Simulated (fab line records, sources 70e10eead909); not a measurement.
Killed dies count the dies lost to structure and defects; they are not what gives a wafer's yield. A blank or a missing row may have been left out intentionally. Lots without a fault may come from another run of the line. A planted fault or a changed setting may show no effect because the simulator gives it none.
Matching of chambers | flow nand-harc | NHARC_A_STAIRCASE_DEP_259 on pecvd-04 has 3 sister chambers
The step deposits SiON, target thk 30 nm. 3 wafers are shown with their chamber, then 7 later ones without.

== EACH WAFER AND ITS CHAMBER ==
wafer  | chamber | heater-power-w (W)
L141.5 | 0       | 739
L144.2 | 2       | 617
L144.5 | 1       | 679

== WAFERS WITH NO CHAMBER GIVEN ==
wafer  | heater-power-w (W)
L144.6 | 630
L146.2 | 814
L146.3 | 731
L146.5 | 702
L147.1 | 614
L147.2 | 820
L147.3 | 637

== WHICH CHAMBER EACH WENT THROUGH ==
wafer  | from the rows above          | in truth
L144.6 | can't be placed: 2 or 1      | 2
L146.2 | can't be placed: 0 or 1      | 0
L146.3 | can't be placed: 0 or 1      | 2
L146.5 | can't be placed: 1 or 0 or 2 | 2
L147.1 | can't be placed: 2 or 1      | 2
L147.2 | can't be placed: 0 or 1      | 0
L147.3 | can't be placed: 2 or 1 or 0 | 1
0 of 7 placed correctly. These rows do not allow placing 7 (true chamber among the candidates in 6). Number placed wrongly: 0.
How it was worked out, from the rows above alone: a wafer's distance from a chamber is the root of the sum, over the readings, of the square of ((its reading less the chamber's mean) divided by the reading's scatter). If the next closest chamber is less than 2 further off than the closest, the wafer can't be placed; otherwise it belongs to the closest. A chamber's mean is the mean of its shown wafers. The scatter: with one shown wafer a chamber, the root of the mean of the squares of how far each hidden wafer lies from its nearest shown one.
